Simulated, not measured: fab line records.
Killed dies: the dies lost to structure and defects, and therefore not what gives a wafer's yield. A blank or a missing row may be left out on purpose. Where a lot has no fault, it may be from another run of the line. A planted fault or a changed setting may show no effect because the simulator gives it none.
Chamber matching	flow n5_finfet	N5_BEOL_M11_STRIP_19 on rie_diel-02: 4 sister chambers
The step strips in O2. 20 wafers are shown with their chamber, then 10 later ones without.

## EACH WAFER AND ITS CHAMBER
wafer	chamber	drypump_motor_current_A (A)	showerhead_plenum_p_Torr (Torr)	throttle_valve_pct (%)
L076.2	1	6.4	2.16	16.41
L076.3	3	6.8	2.03	17.06
L076.5	1	6.4	2.16	16.41
L084.1	2	6.5	2.03	16.59
L084.2	0	5.4	2.11	16.53
L084.3	1	6.4	2.16	16.45
L084.4	3	6.8	2.02	17.10
L084.5	3	6.8	2.02	17.08
L084.6	0	5.4	2.11	16.50
L087.3	1	6.4	2.16	16.45
L087.4	3	6.8	2.02	17.08
L087.5	0	5.4	2.11	16.53
L086.2	0	5.3	2.11	16.54
L086.4	1	6.4	2.16	16.46
L086.5	0	5.4	2.11	16.53
L092.2	0	5.4	2.10	16.55
L092.3	3	6.8	2.02	17.11
L092.5	3	6.8	2.02	17.11
L091.1	0	5.4	2.10	16.57
L091.2	1	6.4	2.15	16.50

SIGNATURES (averages over the wafers above)
reading	chamber 0	chamber 1	chamber 2	chamber 3	scatter within a chamber
drypump_motor_current_A	5.386	6.400	6.500	6.800	0.0231
showerhead_plenum_p_Torr	2.1071	2.1583	2.0300	2.0217	0.0044
throttle_valve_pct	16.5357	16.4467	16.5900	17.0900	0.0256
Rule: for each reading, subtract the chamber's mean from the wafer's reading, divide by that reading's scatter and square the result; add these up over the readings and take the root, which gives the wafer's distance from the chamber. If the next closest chamber is less than 2 further off than the closest, the wafer can't be placed; otherwise it belongs to the closest. How the scatter is found: for the shown wafers, subtract from each reading the mean of its chamber, square and add these, divide the total by (wafers less chambers), then take the root.

## WAFERS MISSING THEIR CHAMBER
wafer	drypump_motor_current_A (A)	showerhead_plenum_p_Torr (Torr)	throttle_valve_pct (%)
L091.3	6.8	2.02	17.11
L091.4	6.5	2.02	16.64
L091.5	6.8	2.02	17.12
L091.6	6.6	2.02	16.63
L095.1	6.4	2.15	16.48
L095.3	6.8	2.02	17.13
L095.4	6.5	2.02	16.63
L096.1	6.4	2.15	16.49
L096.3	5.4	2.10	16.55
L096.4	6.8	2.02	17.12

## EACH ONE'S CHAMBER
wafer	from the rows above	in truth
L091.3	3	3
L091.4	2	2
L091.5	3	3
L091.6	2	2
L095.1	1	1
L095.3	3	3
L095.4	2	2
L096.1	1	1
L096.3	0	0
L096.4	3	3
Correct placement for 10 of the 10. Left unplaced by these rows: 0. 0 placed wrongly.
